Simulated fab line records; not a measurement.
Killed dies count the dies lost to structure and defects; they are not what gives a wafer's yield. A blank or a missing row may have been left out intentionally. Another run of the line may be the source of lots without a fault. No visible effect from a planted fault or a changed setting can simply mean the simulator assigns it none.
fab line records	flow n5Finfet
[record] lots = 11	wafers = 33	lastDay = 16
route steps=1938 shown BEOL_M6@1247 BEOL_M7@1263
lots that met no fault: from a run of the same line without faults
startH: start of the lot's first displayed wafer, in hours after the record's first day	waitH: hours elapsed since this lot's preceding step	" identical to the entry in the row above	L1.1+2: one row covering several wafers at once	- value missing, or start not given	* or withheld: withheld	< > ~ a bound
route shown NAME@n: names a module that has steps shown in the file, with the first one's number in the route	usual: the fault-free wafers' mean and standard deviation	same: alike in all rows	chamber/n: place in a boat	sites: each site's reading	_std_site: the standard deviation of these	_edge_site: mean of outer sites minus mean of inner sites	radiusMm: for every site, how far away it sits from the centre of the wafer	mask NAME#n: copy n	behind: tool/chamber where the wafer was last shaped	hold: what put the lot on hold/how long, in hours/how the hold closed	device: the n, p or np transistor that did not switch	end of line: tests of these same wafers at the route's end	for a step that has no rows: nothing shown but its recipe	killed: dies lost to structure and defects at the first sort, not the wafer's yield	map: a wafer's dies, marking killed ones x, the rest . and places with no die _
set.NAME: the setting the step ran with; set.NAME@STEP: the setting that earlier step ran with	model.NAME: the simulator's own value behind a step, which no gauge read
one table for each step of the route and one row for each wafer, over a sample of lots
services: the hour from which a tool's chamber was out of use, counted from the record's first day as startH (under 0 if before that day), plus the number of hours and why
[[steps]]
[step N5_BEOL_M6_CD_MEAS_35]
[recipe] targetCdNm = 40	targetCdYNm = 28	polarity = opening
[usual] cdNm = 39.9/0.53
lot.wafer	tool	chamber	startH	waitH	cdNm
L676.2	cdSem-03	-	187.62	0.0	40.8
L676.5	"	-	"	"	40.7
L676.6	"	-	"	"	40.5
L677.3	cdSem-03	-	190.77	0.0	39.2
L677.4	"	-	"	"	40.2
L677.5	"	-	"	"	39.7
L679.1	cdSem-01	-	191.17	0.0	40.4
L679.3	"	-	"	"	40.4
L679.5	"	-	"	"	39.9
L680.1	cdSem-03	-	220.82	0.0	40.1
L680.3	"	-	"	"	38.7
L680.6	"	-	"	"	40.1
L683.1	cdSem-01	-	224.78	0.0	39.3
L683.4	"	-	"	"	40.1
L683.6	"	-	"	"	39.9
L686.3	cdSem-01	-	236.51	0.0	39.0
L686.5	"	-	"	"	39.6
L686.6	"	-	"	"	39.4
L687.2	cdSem-03	-	251.24	0.0	40.1
L687.4	"	-	"	"	39.9
L687.6	"	-	"	"	40.2
L688.1	cdSem-03	-	254.49	0.0	39.5
L688.2	"	-	"	"	39.2
L688.4	"	-	"	"	40.0
L692.1	cdSem-01	-	274.41	0.0	39.7
L692.3	"	-	"	"	40.6
L692.6	"	-	"	"	39.2
L691.2	cdSem-01	-	281.38	0.0	40.2
L691.3	"	-	"	"	40.7
L691.6	"	-	"	"	40.6
L694.1	cdSem-01	-	290.24	0.0	39.8
L694.4	"	-	"	"	39.6
L694.6	"	-	"	"	39.5
[step N5_BEOL_M7_ILD_DEP_00]
[recipe] material = SiCOH_lowk	targetThkA = 1797.5	tempC = 300	precursor = DEMS/porogen	pressureTorr = 5	rfW = 500	timeS = 33.4
[usual] heaterPowerW = 328/63	showerheadPlenumPTorr = 5.742/0.015	throttleValvePct = 13.9/0.56
lot.wafer	tool	chamber	startH	waitH	heaterPowerW	showerheadPlenumPTorr	throttleValvePct
L676.2	pecvd-03	0	190.36	0.0	250	5.758	13.8
L676.5	"	1	"	"	247	5.748	14.0
L676.6	"	2	"	"	374	5.731	13.7
L677.3	pecvd-04	0	193.11	0.0	238	5.720	14.4
L677.4	"	0	"	"	248	5.750	14.5
L677.5	"	1	"	"	422	5.759	13.3
L679.1	pecvd-04	1	193.84	0.0	417	5.743	13.6
L679.3	"	2	"	"	384	5.744	13.0
L679.5	"	1	"	"	417	5.732	13.8
L680.1	pecvd-03	1	223.65	0.0	222	5.760	14.2
L680.3	"	2	"	"	353	5.726	13.6
L680.6	"	1	"	"	236	5.756	14.2
L683.1	pecvd-03	1	227.47	0.0	220	5.769	14.5
L683.4	"	2	"	"	336	5.737	13.7
L683.6	"	0	"	"	280	5.773	13.8
L686.3	pecvd-03	1	239.44	0.0	251	5.769	14.1
L686.5	"	1	"	"	262	5.753	14.1
L686.6	"	2	"	"	322	5.725	13.6
L687.2	pecvd-03	2	253.26	0.0	358	5.736	13.3
L687.4	"	0	"	"	225	5.763	13.5
L687.6	"	1	"	"	272	5.760	14.2
L688.1	pecvd-04	1	256.78	0.0	419	5.748	13.6
L688.2	"	2	"	"	391	5.745	13.2
L688.4	"	0	"	"	259	5.741	14.6
L692.1	pecvd-04	1	276.83	0.0	425	5.769	13.4
L692.3	"	0	"	"	253	5.741	14.2
L692.6	"	2	"	"	369	5.750	13.4
L691.2	pecvd-03	1	284.85	0.0	274	5.762	14.1
L691.3	"	0	"	"	278	5.752	13.9
L691.6	"	1	"	"	276	5.758	14.2
L694.1	pecvd-01	2	292.93	0.0	312	5.716	13.5
L694.4	"	0	"	"	342	5.732	14.8
L694.6	"	1	"	"	427	5.721	14.6
[step N5_BEOL_M7_HM_DEP_02]
[recipe] material = TiN	targetThkA = 200	tempC = 25	chamberPressurePa = 0.49996
[usual] throttleValvePct = 29.7/1.2
lot.wafer	tool	chamber	startH	waitH	throttleValvePct
L676.2	pvdSputter-03	-	192.53	1.1	29.7
L676.5	"	-	"	"	31.2
L676.6	"	-	"	"	28.0
L677.3	pvdSputter-01	-	193.83	0.1	30.2
L677.4	"	-	"	"	30.9
L677.5	"	-	"	"	31.1
L679.1	pvdSputter-02	-	195.65	1.1	29.8
L679.3	"	-	"	"	27.9
L679.5	"	-	"	"	27.6
L680.1	pvdSputter-02	-	225.15	0.9	29.4
L680.3	"	-	"	"	29.5
L680.6	"	-	"	"	27.9
L683.1	pvdSputter-02	-	229.29	1.2	28.0
L683.4	"	-	"	"	29.7
L683.6	"	-	"	"	29.3
L686.3	pvdSputter-02	-	242.23	2.1	29.7
L686.5	"	-	"	"	29.4
L686.6	"	-	"	"	27.9
L687.2	pvdSputter-01	-	254.61	0.7	29.1
L687.4	"	-	"	"	30.3
L687.6	"	-	"	"	29.3
L688.1	pvdSputter-03	-	258.81	1.4	28.1
L688.2	"	-	"	"	31.5
L688.4	"	-	"	"	32.2
L692.1	pvdSputter-02	-	277.98	0.5	29.6
L692.3	"	-	"	"	29.6
L692.6	"	-	"	"	29.9
L691.2	pvdSputter-02	-	285.64	0.2	29.4
L691.3	"	-	"	"	29.8
L691.6	"	-	"	"	29.8
L694.1	pvdSputter-03	-	296.17	2.6	27.8
L694.4	"	-	"	"	31.7
L694.6	"	-	"	"	31.5
[step N5_BEOL_M7_ETCH_61]
[recipe] chemistry = CF4	target = SiARC	targetDepthA = 455	maskMaterial = CAR-ArF	timeS = 75.8	ionEnergyEv = 80	pressureMtorr = 40	sourceW = 545	biasW = 36	Ar_flow_sccm = 100	cf4FlowSccm = 100	ends = cleared
[usual] chamberPressureMTorr = 40.00/0.039	drypumpMotorCurrentA = 5.7/0.64	etchRfOnTimeS = 74.8/1.3	oesProductAu = 0.70/0.083	rfFwdPowerW = 539.1/3	rfVppV = 184.0/1.3	showerheadPlenumPTorr = 2.14/0.081	throttleValvePct = 15.54/0.2
lot.wafer	tool	chamber	startH	waitH	chamberPressureMTorr	drypumpMotorCurrentA	etchRfOnTimeS	oesProductAu	rfFwdPowerW	rfHoursCounterH	rfVppV	showerheadPlenumPTorr	throttleValvePct
L676.2	rieDiel-05	0	193.15	0.0	40.06	4.7	73.2	0.75	535.2	43	184.1	2.09	15.39
L676.5	"	0	"	"	39.96	4.8	73.5	0.75	536.6	-	183.6	2.09	15.37
L676.6	"	3	"	"	40.01	6.8	73.9	0.66	536.5	-	183.7	2.06	15.67
L677.3	rieDiel-03	2	194.46	0.0	40.04	5.1	77.1	0.63	537.4	154	185.6	2.22	15.51
L677.4	"	1	"	"	40.07	5.4	75.8	0.63	540.6	177	183.5	2.21	15.49
L677.5	"	2	"	"	39.98	5.1	76.5	0.64	534.9	-	184.2	2.22	15.51
L679.1	rieDiel-01	0	196.30	0.0	39.99	6.0	75.2	0.59	541.7	255	185.6	2.19	15.85
L679.3	"	1	"	"	40.06	5.8	73.6	0.78	537.9	37	186.1	2.26	15.35
L679.5	"	2	"	"	40.03	6.3	74.2	0.64	543.3	-	185.1	2.21	15.95
L680.1	rieDiel-01	1	226.13	0.0	39.99	5.8	72.9	0.77	541.5	48	186.3	2.26	15.39
L680.3	"	0	"	"	39.94	6.0	73.4	0.88	541.9	0	184.9	2.19	15.35
L680.6	"	3	"	"	40.00	4.8	72.6	0.82	538.1	-	184.6	2.20	15.22
L683.1	rieDiel-05	0	230.00	0.0	39.97	4.7	74.5	0.73	534.6	54	182.5	2.09	15.40
L683.4	"	1	"	"	40.05	6.0	75.3	0.80	541.3	8	184.6	2.10	15.43
L683.6	"	1	"	"	39.95	6.0	74.5	0.81	544.3	-	183.9	2.10	15.43
L686.3	rieDiel-03	2	242.85	0.0	40.02	5.1	74.9	0.62	534.5	170	184.4	2.21	15.55
L686.5	"	3	"	"	40.00	5.2	75.6	0.65	536.4	-	182.9	1.99	15.50
L686.6	"	2	"	"	40.05	5.2	75.3	0.63	534.7	-	185.4	2.21	15.55
L687.2	rieDiel-05	3	255.10	0.0	40.06	6.8	74.8	0.64	536.9	169	183.8	2.05	15.71
L687.4	"	0	"	"	40.03	4.7	73.9	0.72	532.2	62	182.1	2.09	15.43
L687.6	"	2	"	"	40.00	6.2	77.0	0.60	540.0	-	182.9	2.04	15.79
L688.1	rieDiel-01	0	260.01	0.0	40.04	6.0	72.5	0.84	539.7	13	184.5	2.18	15.39
L688.2	"	3	"	"	40.05	4.8	73.0	0.78	538.9	22	184.3	2.19	15.25
L688.4	"	3	"	"	39.96	4.9	73.1	0.78	539.7	-	184.6	2.19	15.24
L692.1	rieDiel-01	0	278.60	0.0	39.98	6.0	60.9	0.92	671.4	18	172.7	2.18	15.40
L692.3	"	1	"	"	39.97	5.8	73.6	0.74	539.7	65	185.0	2.25	15.40
L692.6	"	3	"	"	40.04	4.9	73.5	0.77	539.8	-	185.3	2.19	15.25
L691.2	rieDiel-05	3	286.13	0.0	40.04	6.8	76.4	0.63	533.6	179	181.7	2.05	15.71
L691.3	"	0	"	"	39.95	4.7	74.0	0.71	535.5	72	181.9	2.08	15.45
L691.6	"	0	"	"	39.93	4.7	74.5	0.71	536.8	-	184.4	2.08	15.45
L694.1	rieDiel-01	3	297.21	0.0	40.02	4.9	73.7	0.76	539.6	34	183.1	2.19	15.26
L694.4	"	0	"	"	39.92	6.0	61.2	0.90	672.5	26	172.0	2.18	15.43
L694.6	"	0	"	"	40.01	6.0	60.7	0.90	674.3	-	170.6	2.18	15.43
[[services]]
tool	chamber	startH	hours	kind
rieDiel-01	0	171.33	5.5	repair
rieDiel-01	3	177.07	-	clean
rieDiel-01	3	177.07	-	consumableReplace:focusRing
rieDiel-01	3	177.07	20.5	scheduledDown
rieDiel-01	3	177.07	20.5	ventCycle
rieDiel-05	1	180.70	-	clean
rieDiel-05	1	180.70	-	consumableReplace:focusRing
pecvd-03	-	182.57	0.5	repair
rieDiel-01	0	197.61	-	clean
rieDiel-01	0	197.61	-	consumableReplace:focusRing
rieDiel-01	0	197.61	26.5	scheduledDown
rieDiel-01	0	197.61	26.5	ventCycle
pecvd-04	-	197.88	0.6	repair
rieDiel-01	-	202.49	2.8	pm
pecvd-04	1	226.33	5.5	scheduledDown
rieDiel-01	2	247.19	13.3	repair
rieDiel-03	2	251.67	11.3	repair
rieDiel-03	0	263.00	-	clean
rieDiel-03	0	263.00	-	consumableReplace:focusRing
rieDiel-03	0	263.00	18.7	scheduledDown
rieDiel-03	0	263.00	18.7	ventCycle
pecvd-03	0	267.79	5.5	scheduledDown
rieDiel-01	2	276.08	10.4	repair
rieDiel-03	1	291.76	7.9	repair
[[key]]
[firstSign] step = N5_BEOL_M7_ETCH_61	reading = rfFwdPowerW	direction = up	sigmas = 45	usual = *	struck = *
[effect] step = N5_BEOL_M7_ETCH_61	reading = etchRfOnTimeS	direction = down	sigmas = 11	usual = *	struck = *
metAt N5_BEOL_M7_ETCH_61
struckLots L692,L694
struckWafers L692.1,L694.4,L694.6
notActingAt N5_BEOL_M6_CD_MEAS_35,N5_BEOL_M7_ILD_DEP_00,N5_BEOL_M7_HM_DEP_02
onsetBetween 260.01 278.60
[fault] kind = processParameterDrift	tool = rieDiel-01	chamber = 0	onsetH = 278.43	steps = N5_BEOL_M7_ETCH_61	channel = sourceW	offset = 130.8	shape = step	endH = 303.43	actsIn = theseRecipesOnly	stated = 545
